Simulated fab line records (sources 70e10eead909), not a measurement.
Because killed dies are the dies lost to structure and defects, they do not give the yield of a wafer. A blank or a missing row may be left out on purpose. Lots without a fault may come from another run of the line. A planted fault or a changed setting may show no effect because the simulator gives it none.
fab line records | flow nand-harc
[record] lots = 5 wafers = 15 last-day = 30
route steps=1302 shown A_BONDPAD@1208
lots that met no fault: taken from a fault-free run of the same line
start-h: hours from the record's opening day to when the first of the lot's shown wafers began | wait-h: hours elapsed since this lot's preceding step | " repeats the value in the row above | L1.1+2: several wafers, shown together as one row | - value missing, or start not given | * or withheld: withheld | < > ~ a bound
route shown NAME@n: NAME is a module with steps in the file, n the number in the route of the first one | usual: mean and standard deviation over wafers with no fault | same: alike in all rows | chamber/n: place in a boat | sites: per-site readings | _std_site: the values' standard deviation | _edge_site: mean of outer sites minus mean of inner sites | radius-mm: for every site, how far away it sits from the centre of the wafer | mask NAME#n: copy n | behind: tool/chamber where the wafer was last shaped | hold: why the lot went on hold/how many hours it stayed there/how the hold came to an end | device: names the non-switching transistor (n, p or np) | end of line: the tests these same wafers got at the end of their route | a step with no rows: only its recipe | killed: the dies lost at the first sort to structure and to defects; this is not the yield of the wafer | map: per-die view of a wafer (x killed, . not killed, _ where there is no die)
set.NAME: the run value of the setting; set.NAME@STEP: its run value at that earlier step | model.NAME: the simulator's own value behind a step, which no gauge read
lots at some steps of the route; a table a step, a row a wafer
services: a tool's chamber out of use, with start hour (start-h, from the record's first day; less than 0 if before it), hours out, and reason
[[steps]]
[step NHARC_A_BONDPAD_COAT_33]
[recipe] temp-c = 200 time-s = 65
[step NHARC_A_BONDPAD_COAT_03]
[recipe] spin-rpm = 2000 resist-thk-nm = 600
[step NHARC_A_BONDPAD_SOFTBAKE_04]
[recipe] temp-c = 125 time-s = 70
[step NHARC_A_BONDPAD_EBR_05]
[step NHARC_A_BONDPAD_EXPOSE_06]
[recipe] na = 0.55 dose-mj = 36.99 mask-id = A_BPAD
[step NHARC_A_BONDPAD_PEB_07]
[recipe] peb-temp-c = 128 peb-time-s = 80
[step NHARC_A_BONDPAD_DEVELOP_08]
[recipe] time-s = 50 dev-temp-c = 22
[step NHARC_A_BONDPAD_CD_MEAS_09]
[recipe] target-cd-nm = 500 landing-energy-ev = 500
[usual] cd-nm = 499.7/1.6
// columns lot.wafer tool chamber start-h wait-h cd-nm
L641.1 cd-sem-03 0 534.21 - 501.1
L641.4 " 0 " " 497.7
L641.5 " 0 " " 497.6
L647.3 cd-sem-03 0 582.61 - 500.2
L647.4 " 0 " " 501.8
L647.5 " 0 " " 499.2
L649.1 cd-sem-02 0 607.36 - 501.1
L649.4 " 0 " " 499.7
L649.5 " 0 " " 497.1
L650.2 cd-sem-03 0 613.89 - 499.1
L650.3 " 0 " " 499.1
L650.5 " 0 " " 498.5
L656.3 cd-sem-02 0 700.18 - 501.6
L656.5 " 0 " " 498.1
L656.6 " 0 " " 498.3
[step NHARC_A_BONDPAD_OVL_MEAS_35]
[usual] overlay-x-nm = -1/5.5 overlay-y-nm = 1/5.7
// columns lot.wafer tool chamber start-h wait-h overlay-x-nm overlay-y-nm
L641.1 overlay-02 - 534.29 - -5 14
L641.4 " - " " -5 14
L641.5 " - " " -5 14
L647.3 overlay-02 - 582.69 - 2 0
L647.4 " - " " 2 0
L647.5 " - " " 2 0
L649.1 overlay-01 - 607.45 - -1 5
L649.4 " - " " -2 5
L649.5 " - " " -1 5
L650.2 overlay-02 - 613.98 - 5 5
L650.3 " - " " 5 4
L650.5 " - " " 5 4
L656.3 overlay-01 - 700.27 - -3 6
L656.5 " - " " -4 7
L656.6 " - " " -4 6
[step NHARC_A_BONDPAD_HARDBAKE_10]
[recipe] temp-c = 118 time-s = 65
[step NHARC_A_BONDPAD_DESCUM_11]
[recipe] time-s = 3 o2-flow-sccm = 200 ar-flow-sccm = 0 bias-power-w = 0 chemistry = O2
[usual] drypump-motor-current-A = 5.5/0.39 oes-product-au = 1.001/0.01 rf-vpp-V = 57.5/0.9 showerhead-plenum-p-Torr = 1.86/0.061 throttle-valve-pct = 11.311/0.009
// columns lot.wafer tool chamber start-h wait-h drypump-motor-current-A oes-product-au rf-hours-counter-h rf-vpp-V showerhead-plenum-p-Torr throttle-valve-pct
L641.1 rie-diel-05 2 534.42 - 5.8 1.005 4 55.8 1.82 11.320
L641.5 " 2 " " 5.8 0.998 - 57.3 1.82 11.318
L641.4 " 1 " " 5.5 1.001 - 56.4 1.84 11.326
L647.4 rie-diel-06 0 582.82 - 4.9 0.996 12 57.3 2.06 11.319
L647.3 " 2 " " 6.0 0.990 13 58.7 1.80 11.312
L647.5 " 0 " " 4.9 1.005 - 58.4 2.06 11.314
L649.1 rie-diel-05 3 607.58 - 5.8 1.003 0 57.1 1.90 11.298
L649.4 " 1 " " 5.5 1.005 0 57.4 1.84 11.307
L649.5 " 3 " " 5.8 1.006 - 58.3 1.90 11.315
L650.3 rie-diel-05 1 614.12 - 5.5 1.015 1 58.7 1.84 11.316
L650.2 " 2 " " 5.8 1.011 1 56.7 1.82 11.307
L650.5 " 0 " " 4.8 0.995 - 56.7 1.86 11.304
L656.3 rie-diel-05 1 700.41 - 5.5 1.005 2 56.6 1.84 11.301
L656.5 " 3 " " 5.8 1.007 - 58.3 1.90 11.300
L656.6 " 0 " " 4.8 1.004 - 57.9 1.86 11.318
[step NHARC_A_BONDPAD_ETCH_34]
[recipe] target-depth-a = 600 overetch-a = 180 time-s = 65.91 ion-energy-ev = 200 n2-flow-sccm = 150 h2-flow-sccm = 150 ar-flow-sccm = 0 rf-w = 400 bias-w = 150 chemistry = N2/H2
[usual] drypump-motor-current-A = 5.5/0.42 oes-product-au = 1.001/0.011 rf-fwd-power-W = 396.9/1.7 rf-vpp-V = 428.9/1.8 showerhead-plenum-p-Torr = 1.98/0.059 throttle-valve-pct = 14.172/0.0089
// columns lot.wafer tool chamber start-h wait-h drypump-motor-current-A oes-product-au rf-fwd-power-W rf-hours-counter-h rf-vpp-V showerhead-plenum-p-Torr throttle-valve-pct
L641.1 rie-diel-05 2 534.54 0.1 5.8 1.002 400.0 4 427.4 1.94 14.172
L641.4 " 0 " " 4.8 0.994 398.4 - 429.2 1.98 14.164
L641.5 " 1 " " 5.5 0.995 398.1 - 428.4 1.96 14.170
L647.3 rie-diel-06 2 582.90 0.1 6.0 0.988 394.4 13 426.3 1.92 14.160
L647.4 " 1 " " 5.3 0.977 394.1 13 427.6 1.99 14.167
L647.5 " 3 " " 5.7 0.992 395.7 - 425.4 1.92 14.179
L649.1 rie-diel-05 1 607.66 0.1 5.5 1.001 397.1 0 427.2 1.96 14.164
L649.4 " 2 " " 5.8 0.999 397.1 0 427.5 1.94 14.178
L649.5 " 1 " " 5.5 1.010 398.2 - 428.3 1.96 14.165
L650.3 rie-diel-05 0 614.19 0.1 4.8 1.008 398.6 1 428.8 1.98 14.184
L650.2 " 2 " " 5.8 0.990 396.2 1 427.8 1.94 14.185
L650.5 " 0 " " 4.8 0.988 400.1 - 429.2 1.98 14.170
L656.3 rie-diel-05 0 700.48 0.1 4.8 1.018 397.1 2 428.4 1.98 14.179
L656.5 " 3 " " 5.8 1.006 397.9 - 430.0 2.02 14.145
L656.6 " 0 " " 4.8 1.015 397.1 - 429.1 1.98 14.165
[step NHARC_A_BONDPAD_ETCH_12]
[recipe] target-depth-a = 2200 time-s = 110 chf3-flow-sccm = 50 o2-flow-sccm = 10 ar-flow-sccm = 200 rf-w = 500 bias-w = 200 chemistry = CHF3/O2
[usual] drypump-motor-current-A = 5.5/0.41 oes-product-au = 0.942/0.023 rf-fwd-power-W = 497.2/1.9 rf-vpp-V = 369.2/1.6 showerhead-plenum-p-Torr = 2.34/0.066 throttle-valve-pct = 20.572/0.0083
// columns lot.wafer tool chamber start-h wait-h drypump-motor-current-A oes-product-au rf-fwd-power-W rf-hours-counter-h rf-vpp-V showerhead-plenum-p-Torr throttle-valve-pct
L641.1 rie-diel-05 0 534.65 - 4.8 0.916 500.2 4 367.9 2.34 20.566
L641.5 " 1 " " 5.5 0.917 496.9 - 369.9 2.31 20.570
L641.4 " 2 " " 5.8 0.913 493.9 - 369.0 2.29 20.586
L647.4 rie-diel-06 2 583.00 - 6.0 0.920 496.9 13 367.9 2.27 20.577
L647.3 " 3 " " 5.6 0.916 496.9 12 369.2 2.27 20.575
L647.5 " 1 " " 5.3 0.914 494.4 - 368.8 2.34 20.574
L649.4 rie-diel-05 3 607.76 - 5.8 0.963 500.2 1 371.2 2.38 20.573
L649.1 " 0 " " 4.8 0.972 500.0 0 370.6 2.34 20.573
L649.5 " 2 " " 5.8 0.965 497.6 - 366.8 2.29 20.581
L650.3 rie-diel-05 0 614.28 - 4.8 0.952 497.6 1 370.4 2.34 20.574
L650.2 " 1 " " 5.5 0.977 498.2 1 369.2 2.31 20.572
L650.5 " 1 " " 5.5 0.988 498.1 - 370.1 2.31 20.562
L656.3 rie-diel-05 2 700.59 - 5.7 0.902 436.8 2 368.2 2.29 20.562
L656.6 " 3 " " 5.9 0.951 496.7 - 368.4 2.38 20.578
L656.5 " 0 " " 4.8 0.959 495.0 - 368.8 2.34 20.578
[step NHARC_A_BONDPAD_CD_MEAS_13]
[usual] cd-nm = 499.0/1.7
// columns lot.wafer tool chamber start-h wait-h cd-nm
L641.1 cd-sem-03 - 534.78 - 500.6
L641.4 " - " " 495.8
L641.5 " - " " 496.7
L647.3 cd-sem-01 - 583.14 - 499.3
L647.4 " - " " 501.2
L647.5 " - " " 497.7
L649.1 cd-sem-02 - 607.89 - 501.2
L649.4 " - " " 500.1
L649.5 " - " " 496.6
L650.2 cd-sem-03 - 614.42 - 499.8
L650.3 " - " " 498.9
L650.5 " - " " 498.8
L656.3 cd-sem-03 - 700.71 - 499.4
L656.5 " - " " 498.1
L656.6 " - " " 498.1
[[services]]
// columns tool chamber start-h hours kind
rie-diel-05 0 513.67 - clean
rie-diel-05 1 513.67 - clean
rie-diel-05 2 513.67 - clean
rie-diel-05 3 513.67 - clean
rie-diel-05 3 529.86 7.3 repair
rie-diel-05 0 538.17 - clean
rie-diel-05 1 538.17 - clean
rie-diel-05 2 538.17 - clean
rie-diel-05 3 538.17 - clean
rie-diel-05 0 562.67 - clean
rie-diel-05 1 562.67 - clean
rie-diel-05 2 562.67 - clean
rie-diel-05 3 562.67 - clean
rie-diel-05 - 583.62 9.0 pm
rie-diel-05 0 583.62 9.0 vent-cycle
rie-diel-05 1 583.62 9.0 vent-cycle
rie-diel-05 2 583.62 9.0 vent-cycle
rie-diel-05 3 583.62 9.0 vent-cycle
rie-diel-05 0 592.62 - clean
rie-diel-05 1 592.62 - clean
rie-diel-05 2 592.62 - clean
rie-diel-05 0 595.95 1.7 repair
rie-diel-06 0 600.53 8.0 repair
rie-diel-06 - 661.23 9.0 pm
[[key]]
[first-sign] step = NHARC_A_BONDPAD_ETCH_12 reading = rf-fwd-power-W direction = down sigmas = 32 usual = * struck = *
effect none on later readings
met-at NHARC_A_BONDPAD_ETCH_12
struck-wafers L656.3
later-rows-left-out L656.3
sort-left-out L656.3
onset-between 607.76 700.59
[fault] kind = process-parameter-drift tool = rie-diel-05 chamber = 2 onset-h = 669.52 steps = NHARC_A_BONDPAD_ETCH_12 channel = rf-w offset = * shape = step end-h = 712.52 acts-in = * stated = *
// sort-left-out: the simulated sort isn't trusted on such a fault, so these wafers' sort isn't shown, and their yield isn't known
// later-rows-left-out: the simulator's readings of these wafers behind a module that went badly wrong aren't trusted and aren't shown, but for the sort
